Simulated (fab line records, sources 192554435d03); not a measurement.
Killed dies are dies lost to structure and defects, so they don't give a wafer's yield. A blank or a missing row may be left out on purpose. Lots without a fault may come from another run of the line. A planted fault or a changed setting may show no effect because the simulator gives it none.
Which tool did it? | flow n5_finfet | 12 lots, 36 wafers sampled, at 3 steps of a route of 1938

WHAT THE GAUGES READ, wafer by wafer
N5_BEOL_M3_INSPECT_30: inspects for defects (brightfield).
lot  | measured     | on                | raw_defect_count
L075 | day 7 13:09  | defect_inspect-02 | 378 369 475
L077 | day 7 19:50  | defect_inspect-01 | 461 381 350
L079 | day 8 08:00  | defect_inspect-02 | 384 273 308
L081 | day 8 19:07  | defect_inspect-01 | 492 494 351
L083 | day 9 05:18  | defect_inspect-01 | 314 307 357
L085 | day 9 20:46  | defect_inspect-01 | 315 364 286
L087 | day 10 13:20 | defect_inspect-01 | 302 498 328
L090 | day 10 20:54 | defect_inspect-01 | 305 335 308
L091 | day 11 01:56 | defect_inspect-01 | 325 291 368
L093 | day 11 17:17 | defect_inspect-02 | 346 441 375
L095 | day 12 03:33 | defect_inspect-02 | 388 379 341
L097 | day 12 22:06 | defect_inspect-02 | 419 375 361

WHICH TOOL RAN EACH LOT (tool, then ch and the chambers of the sampled wafers, then the start)
lot  | N5_BEOL_M3_ETCH_74                 | N5_BEOL_M3_STRIP_19
L075 | rie_diel-03 ch 0,3, day 7 12:05    | rie_diel-03 ch 0,2,3, day 7 12:40
L077 | rie_diel-03 ch 0,1,3, day 7 18:50  | rie_diel-01 ch 1,2,3, day 7 19:13
L079 | rie_diel-04 ch 0,1,2, day 8 07:05  | rie_diel-01 ch 0,2,3, day 8 07:24
L081 | rie_diel-01 ch 0,1,2, day 8 18:11  | rie_diel-01 ch 1,3, day 8 18:31
L083 | rie_diel-03 ch 0,2,3, day 9 04:29  | rie_diel-01 ch 0,1,3, day 9 04:49
L085 | rie_diel-03 ch 0,1, day 9 19:58    | rie_diel-03 ch 0,1,3, day 9 20:17
L087 | rie_diel-01 ch 1,2,3, day 10 12:23 | rie_diel-04 ch 0,2, day 10 12:44
L090 | rie_diel-03 ch 0,1,2, day 10 20:04 | rie_diel-04 ch 0,1,3, day 10 20:24
L091 | rie_diel-03 ch 0,3, day 11 01:05   | rie_diel-03 ch 0,2, day 11 01:28
L093 | rie_diel-01 ch 0,1,3, day 11 16:17 | rie_diel-04 ch 1,3, day 11 16:41
L095 | rie_diel-01 ch 0,1,2, day 12 02:37 | rie_diel-04 ch 0,1,2, day 12 02:57
L097 | rie_diel-01 ch 2,3, day 12 21:10   | rie_diel-01 ch 0,1,2, day 12 21:29
- N5_BEOL_M3_ETCH_74: etches underlayer in N2/H2, target depth 6.5 nm, time 5.2 s.
- N5_BEOL_M3_STRIP_19: strips in O2.

THE ANSWER, worked out from the rows above alone
Rule: what is usual is taken from the lots themselves. Put in order of their means at a reading, lots are off if they are a third of the lots or fewer, leave a main group of 4 or more, and stand apart from it by a gap of 3 or more times the standard deviation of the main group's means; of several such gaps the widest counts. A main group whose means are all the same, to the digits that the tables above print for the reading, isn't used. A lot without any number at a reading at which 4 lots or more have one is off too. The other lots that the step has rows for count as sound.
No lot is off at any reading shown: from this, nothing can be told.

WHAT THE SIMULATOR HAD PUT IN
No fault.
